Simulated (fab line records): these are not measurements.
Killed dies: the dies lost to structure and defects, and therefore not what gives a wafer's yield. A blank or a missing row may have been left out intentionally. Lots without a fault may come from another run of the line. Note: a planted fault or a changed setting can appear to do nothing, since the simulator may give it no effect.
fab line records ; flow n5_finfet
record lots=8; wafers=24; last_day=19
route steps=1938 shown BEOL_M11@1556
lots that met no fault: from a run of the same line without faults
start_h: the number of hours between the record's first day and the start of the first shown wafer of the lot ; wait_h: hours elapsed since this lot's preceding step ; " repeats the value in the row above ; L1.1+2: a single row standing in for several wafers ; - no value, or no start given ; * or withheld: withheld ; < > ~ a bound
route shown NAME@n: NAME is a module with steps in the file, n the number in the route of the first one ; usual: the fault-free wafers' mean and standard deviation ; same: alike in all rows ; chamber/n: place in a boat ; sites: each site's reading ; _std_site: standard deviation of those values ; _edge_site: outer sites' mean less inner sites' ; radius_mm: how far each site lies from the wafer's centre ; mask NAME#n: copy n ; behind: tool/chamber where the wafer was last shaped ; hold: cause of the lot's hold/its duration in hours/its outcome ; device: which transistor (n, p or np) failed to switch ; end of line: the route-end tests of the same wafers ; a step with no rows: only its recipe ; killed: not the wafer's yield, but the dies lost to structure and defects at the first sort ; map: dies across one wafer; x = killed, . = not, _ = none there
set.NAME: the setting as run; set.NAME@STEP: as run at that earlier step ; model.NAME: the simulator's own value behind a step, which no gauge read
the route's steps for a sample of lots (tables are steps, rows are wafers)
services: from which hour (start_h, from the record's first day; less than 0 if before it) a tool's chamber was out of use, for how many hours, and why
## steps
# step N5_BEOL_M11_STRIP_67
# recipe chemistry=CF4; resist=SiARC; power_w=300; bias_power_w=75; pressure_mtorr=50; cf4_flow_sccm=150; rf_frequency_hz=6e+07
# usual drypump_motor_current_A=6.0/0.63; oes_product_au=0.78/0.06; rf_vpp_V=270.9/1.4; showerhead_plenum_p_Torr=1.78/0.052; throttle_valve_pct=13.61/0.22
lot.wafer;tool;chamber;start_h;wait_h;drypump_motor_current_A;oes_product_au;rf_hours_counter_h;rf_vpp_V;showerhead_plenum_p_Torr;throttle_valve_pct
L987.1;rie_diel-02;0;273.69;0.0;5.4;0.84;81;271.5;1.81;13.39
L987.3;rie_diel-02;1;273.69;0.0;6.4;0.72;188;273.0;1.85;13.45
L987.6;rie_diel-02;1;273.69;0.0;6.4;0.72;-;271.7;1.85;13.43
L993.2;rie_diel-04;2;300.51;0.0;5.2;0.69;233;269.5;1.70;13.79
L993.4;rie_diel-04;1;300.51;0.0;5.1;0.82;-;270.0;1.80;13.59
L993.6;rie_diel-04;2;300.51;0.0;5.2;0.69;-;268.9;1.70;13.80
L994.1;rie_diel-02;2;311.16;0.0;6.6;0.79;111;270.8;1.73;13.42
L994.4;rie_diel-02;3;311.16;0.0;6.8;0.78;131;269.4;1.73;13.92
L994.6;rie_diel-02;3;311.16;0.0;6.8;0.77;-;269.5;1.73;13.93
L995.1;rie_diel-02;3;316.45;0.0;6.8;0.77;133;271.2;1.73;13.93
L995.2;rie_diel-02;2;316.45;0.0;6.5;0.78;113;267.8;1.73;13.42
L995.5;rie_diel-02;0;316.45;0.0;5.4;0.83;-;271.4;1.80;13.40
L101.1;rie_diel-04;0;340.14;0.0;6.0;0.85;79;269.2;1.76;13.56
L101.2;rie_diel-04;3;340.14;0.0;5.6;0.75;170;268.5;1.73;13.80
L101.4;rie_diel-04;1;340.14;0.0;5.2;0.82;85;271.1;1.80;13.62
L106.3;rie_diel-04;2;386.05;0.0;5.2;0.99;5;272.3;1.90;13.29
L106.4;rie_diel-04;1;386.05;0.0;5.1;0.80;98;270.5;1.79;13.65
L106.5;rie_diel-04;2;386.05;0.0;5.2;0.98;-;274.5;1.90;13.27
L107.1;rie_diel-02;3;387.16;0.0;6.8;0.76;155;270.1;1.72;13.99
L107.3;rie_diel-02;2;387.16;0.0;6.5;0.76;134;270.2;1.72;13.47
L107.4;rie_diel-02;1;387.16;0.0;6.4;0.69;223;271.1;1.84;13.54
L109.1;rie_diel-02;1;402.11;0.0;6.4;0.70;229;270.4;1.84;13.53
L109.3;rie_diel-02;0;402.11;0.0;5.4;0.80;121;272.1;1.79;13.47
L109.6;rie_diel-02;0;402.11;0.0;5.4;0.80;-;272.3;1.79;13.47
# step N5_BEOL_M11_HM_OPEN_17
# recipe chemistry=Cl2/BCl3; target_depth_a=200; overetch_a=60; target=TiN; mask_material=SOC; ion_energy_ev=150; pressure_mtorr=10; icp_w=1000; bias_w=126; Cl2_flow_sccm=53.25; bcl3_flow_sccm=21.75; Ar_flow_sccm=25
# usual drypump_motor_current_A=5.5/0.36; oes_product_au=0.64/0.11; throttle_valve_pct=22.25/0.23
lot.wafer;tool;chamber;start_h;wait_h;drypump_motor_current_A;oes_product_au;rf_hours_counter_h;throttle_valve_pct
L987.1;rie_metal-03;1;273.74;0.0;6.1;0.64;43;22.17
L987.3;rie_metal-03;1;273.74;0.0;6.0;0.65;-;22.16
L987.6;rie_metal-03;1;273.74;0.0;6.0;0.65;-;22.16
L993.2;rie_metal-01;0;300.56;0.0;5.6;0.56;96;22.33
L993.4;rie_metal-01;1;300.56;0.0;5.3;0.59;-;22.00
L993.6;rie_metal-01;1;300.56;0.0;5.3;0.59;-;22.00
L994.1;rie_metal-03;1;311.20;0.0;6.1;0.64;47;22.15
L994.4;rie_metal-03;1;311.20;0.0;6.0;0.65;-;22.15
L994.6;rie_metal-03;1;311.20;0.0;6.0;0.64;-;22.16
L995.1;rie_metal-03;1;316.49;0.0;6.0;0.65;48;22.17
L995.2;rie_metal-03;0;316.49;0.0;5.3;0.82;1;22.53
L995.5;rie_metal-03;1;316.49;0.0;6.0;0.65;-;22.15
L101.1;rie_metal-03;1;340.18;0.0;6.0;0.64;49;22.19
L101.2;rie_metal-03;0;340.18;0.0;5.3;0.81;2;22.52
L101.4;rie_metal-03;1;340.18;0.0;6.0;0.64;-;22.16
L106.3;rie_metal-02;0;386.12;0.1;6.0;0.78;-;22.36
L106.4;rie_metal-02;1;386.12;0.1;5.1;0.84;-;22.13
L106.5;rie_metal-02;0;386.12;0.1;6.0;0.77;-;22.34
L107.1;rie_metal-03;0;387.20;0.0;5.3;0.78;7;22.53
L107.3;rie_metal-03;0;387.20;0.0;5.3;0.77;-;22.54
L107.4;rie_metal-03;1;387.20;0.0;6.0;0.63;-;22.18
L109.1;rie_metal-01;1;402.15;0.0;5.3;0.57;82;22.03
L109.3;rie_metal-01;1;402.15;0.0;5.3;0.56;-;22.05
L109.6;rie_metal-01;1;402.15;0.0;5.3;0.57;-;22.05
# step N5_BEOL_M11_ETCH_66
# recipe chemistry=N2/H2; target=SOC; target_depth_a=1200; overetch_a=240; mask_material=SiARC; temp_c=40; time_s=180; ion_energy_ev=200; pressure_mtorr=30; source_w=840; bias_w=150; n2_flow_sccm=200; h2_flow_sccm=200
# usual drypump_motor_current_A=5.9/0.61; h2_flow_sccm=199.9/0.64; oes_product_au=0.62/0.048; rf_fwd_power_W=836.5/2.5; rf_vpp_V=523.2/2.2; showerhead_plenum_p_Torr=2.53/0.08; throttle_valve_pct=17.89/0.22
lot.wafer;tool;chamber;start_h;wait_h;drypump_motor_current_A;h2_flow_sccm;oes_product_au;rf_fwd_power_W;rf_hours_counter_h;rf_vpp_V;showerhead_plenum_p_Torr;throttle_valve_pct
L987.1;rie_diel-02;1;277.24;0.0;6.4;199.9;0.59;834.3;188;526.9;2.65;17.69
L987.3;rie_diel-02;2;277.24;0.0;6.5;200.0;0.64;839.3;100;521.8;2.46;17.71
L987.6;rie_diel-02;0;277.24;0.0;5.4;199.2;0.68;838.8;-;524.5;2.58;17.74
L993.2;rie_diel-02;3;301.70;0.0;6.8;199.9;0.62;835.7;128;520.6;2.46;18.39
L993.4;rie_diel-02;2;301.70;0.0;6.5;199.5;0.63;837.9;109;520.2;2.46;17.72
L993.6;rie_diel-02;3;301.70;0.0;6.8;199.0;0.63;837.0;-;522.2;2.46;18.39
L994.1;rie_diel-04;3;314.81;0.0;5.6;199.6;0.61;834.4;161;520.8;2.42;17.96
L994.4;rie_diel-04;2;314.81;0.0;5.2;200.4;0.55;838.5;237;520.3;2.39;17.77
L994.6;rie_diel-04;0;314.81;0.0;6.0;199.8;0.70;832.6;-;521.6;2.47;17.71
L995.1;rie_diel-02;1;320.99;0.0;6.4;199.8;0.58;834.9;201;524.9;2.64;17.70
L995.2;rie_diel-02;2;320.99;0.0;6.5;199.5;0.62;844.1;114;520.2;2.46;17.73
L995.5;rie_diel-02;0;320.99;0.0;5.4;199.9;0.66;836.2;-;524.3;2.57;17.76
L101.1;rie_diel-02;0;341.20;0.0;5.4;198.8;0.66;835.7;102;524.5;2.57;17.78
L101.2;rie_diel-02;1;341.20;0.0;6.4;200.5;0.57;836.6;209;526.6;2.64;17.69
L101.4;rie_diel-02;3;341.20;0.0;6.8;200.2;0.62;836.3;141;521.5;2.46;18.41
L107.1;rie_diel-06;0;387.92;0.0;6.5;199.3;0.65;833.5;75;524.5;2.57;17.80
L107.3;rie_diel-06;3;387.92;0.0;4.9;200.0;0.57;832.2;215;523.7;2.52;18.01
L107.4;rie_diel-06;0;387.92;0.0;6.5;199.4;0.66;832.6;-;524.9;2.57;17.80
L106.3;rie_diel-04;1;388.09;0.0;5.1;199.3;0.64;837.7;99;524.9;2.55;17.91
L106.4;rie_diel-04;0;388.09;0.0;6.0;199.9;0.67;832.3;94;522.8;2.46;17.75
L106.5;rie_diel-04;0;388.09;0.0;6.0;199.5;0.67;835.6;-;519.7;2.46;17.76
L109.1;rie_diel-04;0;405.35;0.0;6.0;200.6;0.67;834.5;99;521.2;2.46;17.76
L109.3;rie_diel-04;1;405.35;0.0;5.1;199.2;0.63;839.2;105;522.6;2.55;17.95
L109.6;rie_diel-04;1;405.35;0.0;5.1;199.0;0.63;839.4;-;524.1;2.55;17.93
# step N5_BEOL_M11_TRENCH_ETCH_37
# recipe chemistry=C4F6/O2; target_depth_a=1488.3; target=SiCOH_lowk; time_s=48; ion_energy_ev=250; pressure_mtorr=30; source_w=345; bias_w=185; Ar_flow_sccm=300; C4F6_flow_sccm=10; O2_flow_sccm=10
# usual drypump_motor_current_A=5.9/0.61; oes_f_703_au=0.77/0.064; oes_o_777_au=0.77/0.064; oes_product_au=0.77/0.065; rf_fwd_power_W=341.6/1.6; rf_vpp_V=667/12; showerhead_plenum_p_Torr=2.82/0.075; throttle_valve_pct=20.93/0.23
lot.wafer;tool;chamber;start_h;wait_h;drypump_motor_current_A;oes_f_703_au;oes_o_777_au;oes_product_au;rf_fwd_power_W;rf_hours_counter_h;rf_vpp_V;showerhead_plenum_p_Torr;throttle_valve_pct
L987.1;rie_diel-02;1;277.47;-;6.4;0.75;0.75;0.73;339.9;188;675;2.92;20.57
L987.3;rie_diel-02;2;277.47;-;6.6;0.77;0.77;0.77;340.4;100;644;2.77;20.86
L987.6;rie_diel-02;0;277.47;-;5.4;0.84;0.85;0.84;344.8;-;675;2.85;20.64
L993.2;rie_diel-02;3;301.93;-;6.8;0.78;0.79;0.79;341.1;128;675;2.75;21.37
L993.4;rie_diel-02;2;301.93;-;6.5;0.76;0.77;0.76;342.5;109;645;2.77;20.89
L993.6;rie_diel-02;3;301.93;-;6.8;0.78;0.79;0.78;341.6;-;675;2.75;21.38
L994.1;rie_diel-04;3;315.04;-;5.6;0.75;0.75;0.76;342.4;161;656;2.73;21.09
L994.4;rie_diel-04;2;315.04;-;5.2;0.66;0.66;0.67;343.5;237;662;2.69;20.98
L994.6;rie_diel-04;0;315.04;-;6.0;0.84;0.85;0.86;341.4;-;677;2.79;20.91
L995.1;rie_diel-02;1;321.21;-;6.4;0.73;0.74;0.71;340.3;201;675;2.92;20.57
L995.2;rie_diel-02;2;321.21;-;6.5;0.76;0.76;0.76;343.0;114;644;2.77;20.88
L995.5;rie_diel-02;0;321.21;-;5.4;0.60;0.63;0.77;260.5;-;778;2.84;20.62
L101.1;rie_diel-02;0;341.43;-;5.4;0.59;0.63;0.77;261.1;103;777;2.84;20.64
L101.2;rie_diel-02;1;341.43;-;6.4;0.73;0.74;0.71;341.3;209;675;2.91;20.58
L101.4;rie_diel-02;3;341.43;-;6.8;0.77;0.78;0.76;343.3;141;675;2.75;21.38
L107.1;rie_diel-06;0;388.15;-;6.5;0.82;0.82;0.81;343.1;75;663;2.87;20.82
L107.3;rie_diel-06;3;388.15;-;4.9;0.67;0.67;0.68;341.0;215;681;2.83;21.15
L107.4;rie_diel-06;0;388.15;-;6.5;0.83;0.81;0.81;342.8;-;662;2.87;20.82
L106.3;rie_diel-04;1;388.32;-;5.1;0.82;0.82;0.81;341.5;99;667;2.85;21.00
L106.4;rie_diel-04;0;388.32;-;6.0;0.82;0.82;0.83;341.1;94;676;2.78;20.96
L106.5;rie_diel-04;0;388.32;-;5.9;0.82;0.83;0.83;343.1;-;676;2.78;20.96
L109.1;rie_diel-04;0;405.58;-;6.0;0.81;0.82;0.83;340.5;99;677;2.77;20.94
L109.3;rie_diel-04;1;405.58;-;5.1;0.81;0.81;0.79;342.1;105;667;2.85;21.01
L109.6;rie_diel-04;1;405.58;-;5.2;0.82;0.82;0.80;342.8;-;666;2.85;21.02
# step N5_BEOL_M11_OCD_MEAS_38
# usual trench_depth_nm=148/3.3
lot.wafer;tool;chamber;start_h;wait_h;trench_depth_nm
L987.1;ocd-01;-;277.65;-;150
L987.3;ocd-01;-;277.65;-;144
L987.6;ocd-01;-;277.65;-;147
L993.2;ocd-02;-;302.11;-;150
L993.4;ocd-02;-;302.11;-;143
L993.6;ocd-02;-;302.11;-;149
L994.1;ocd-02;-;315.22;-;149
L994.4;ocd-02;-;315.22;-;144
L994.6;ocd-02;-;315.22;-;150
L995.1;ocd-02;-;321.40;-;148
L995.2;ocd-02;-;321.40;-;143
L995.5;ocd-02;-;321.40;-;132
L101.1;ocd-02;-;341.61;-;131
L101.2;ocd-02;-;341.61;-;149
L101.4;ocd-02;-;341.61;-;148
L107.1;ocd-02;-;388.33;-;148
L107.3;ocd-02;-;388.33;-;141
L107.4;ocd-02;-;388.33;-;151
L106.3;ocd-01;-;388.50;-;152
L106.4;ocd-01;-;388.50;-;148
L106.5;ocd-01;-;388.50;-;147
L109.1;ocd-01;-;405.76;-;146
L109.3;ocd-01;-;405.76;-;151
L109.6;ocd-01;-;405.76;-;150
# step N5_BEOL_M11_THK_MEAS_53
# recipe thk_meas_gauge=xrf; reads=Cu_of_BEOL_M11_ECD_50
# usual M11_THK=139/3.7
lot.wafer;tool;chamber;start_h;wait_h;M11_THK[nm]
L987.1;film_metro-01;-;279.54;-;138
L987.3;film_metro-01;-;279.54;-;136
L987.6;film_metro-01;-;279.54;-;139
L993.2;film_metro-02;-;304.86;-;141
L993.4;film_metro-02;-;304.86;-;135
L993.6;film_metro-02;-;304.86;-;140
L994.1;film_metro-01;-;319.69;-;141
L994.4;film_metro-01;-;319.69;-;136
L994.6;film_metro-01;-;319.69;-;139
L995.1;film_metro-02;-;325.38;-;137
L995.2;film_metro-02;-;325.38;-;136
L995.5;film_metro-02;-;325.38;-;125
L101.1;film_metro-02;-;344.67;-;122
L101.2;film_metro-02;-;344.67;-;140
L101.4;film_metro-02;-;344.67;-;137
L107.1;film_metro-01;-;390.70;-;140
L107.3;film_metro-01;-;390.70;-;134
L107.4;film_metro-01;-;390.70;-;145
L106.3;film_metro-02;-;390.93;-;145
L106.4;film_metro-02;-;390.93;-;143
L106.5;film_metro-02;-;390.93;-;140
L109.1;film_metro-01;-;408.66;-;135
L109.3;film_metro-01;-;408.66;-;142
L109.6;film_metro-01;-;408.66;-;141
# step N5_BEOL_M11_RS_MEAS_57
# recipe thk_meas_gauge=four-point-probe; reads=Cu_of_BEOL_M11_ECD_50+Co_of_BEOL_M11_CVD_75+TaN_of_BEOL_M11_ALD_74
# usual M11_RS=0.152/0.0043
lot.wafer;tool;chamber;start_h;wait_h;M11_RS[ohm/sq]
L987.1;film_metro-01;-;279.67;0.0;0.152
L987.3;film_metro-01;-;279.67;0.0;0.156
L987.6;film_metro-01;-;279.67;0.0;0.151
L993.2;film_metro-01;-;304.99;0.0;0.150
L993.4;film_metro-01;-;304.99;0.0;0.157
L993.6;film_metro-01;-;304.99;0.0;0.151
L994.1;film_metro-01;-;319.82;0.0;0.150
L994.4;film_metro-01;-;319.82;0.0;0.155
L994.6;film_metro-01;-;319.82;0.0;0.150
L995.1;film_metro-02;-;325.50;0.0;0.155
L995.2;film_metro-02;-;325.50;0.0;0.157
L995.5;film_metro-02;-;325.50;0.0;0.172
L101.1;film_metro-01;-;344.80;0.0;0.175
L101.2;film_metro-01;-;344.80;0.0;0.151
L101.4;film_metro-01;-;344.80;0.0;0.154
L107.1;film_metro-01;-;390.83;0.0;0.152
L107.3;film_metro-01;-;390.83;0.0;0.159
L107.4;film_metro-01;-;390.83;0.0;0.148
L106.3;film_metro-02;-;391.06;0.0;0.146
L106.4;film_metro-02;-;391.06;0.0;0.149
L106.5;film_metro-02;-;391.06;0.0;0.151
L109.1;film_metro-02;-;408.79;0.0;0.156
L109.3;film_metro-02;-;408.79;0.0;0.147
L109.6;film_metro-02;-;408.79;0.0;0.148
## services
tool;chamber;start_h;hours;kind
rie_metal-03;0;292.77;-;clean
rie_metal-03;0;292.77;18.8;scheduled_down
rie_metal-03;0;292.77;18.8;vent_cycle
rie_diel-06;3;296.14;2.1;repair
rie_metal-02;0;303.24;-;clean
rie_metal-02;0;303.24;22.1;scheduled_down
rie_metal-02;0;303.24;22.1;vent_cycle
rie_diel-02;2;333.65;4.7;repair
rie_metal-01;1;337.69;2.3;repair
rie_diel-04;2;352.44;-;clean
rie_diel-04;2;352.44;-;consumable_replace:focus_ring
rie_diel-04;2;352.44;-;consumable_replace:showerhead
rie_metal-02;1;360.25;1.3;repair
rie_metal-02;1;361.57;-;clean
rie_metal-02;1;361.57;16.7;scheduled_down
rie_metal-02;1;361.57;16.7;vent_cycle
rie_diel-06;1;373.44;-;clean
rie_diel-06;1;373.44;-;consumable_replace:focus_ring
rie_diel-06;1;373.44;28.9;scheduled_down
rie_diel-06;1;373.44;28.9;vent_cycle
rie_metal-01;0;373.45;-;clean
rie_metal-01;0;373.45;15.8;scheduled_down
rie_metal-01;0;373.45;15.8;vent_cycle
rie_metal-03;-;387.98;2.8;pm
## key
first_sign step=N5_BEOL_M11_TRENCH_ETCH_37; reading=rf_fwd_power_W; direction=down; sigmas=49; usual=*; struck=*
effect step=N5_BEOL_M11_TRENCH_ETCH_37; reading=rf_vpp_V; direction=up; sigmas=9.1; usual=667; struck=777
effect step=N5_BEOL_M11_OCD_MEAS_38; reading=trench_depth_nm; direction=down; sigmas=4.8; usual=148; struck=132
effect step=N5_BEOL_M11_THK_MEAS_53; reading=M11_THK; direction=down; sigmas=4.2; usual=139; struck=124
effect step=N5_BEOL_M11_RS_MEAS_57; reading=M11_RS; direction=up; sigmas=4.9; usual=0.152; struck=0.174
met_at N5_BEOL_M11_TRENCH_ETCH_37
struck_lots L995,L101
struck_wafers L995.5,L101.1
not_acting_at N5_BEOL_M11_STRIP_67,N5_BEOL_M11_HM_OPEN_17,N5_BEOL_M11_ETCH_66
onset_between 277.47 321.21
fault kind=process_parameter_drift; tool=rie_diel-02; chamber=0; onset_h=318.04; steps=N5_BEOL_M11_TRENCH_ETCH_37; channel=source_w; offset=-82.8; shape=step; end_h=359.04; acts_in=these_recipes_only; stated=345
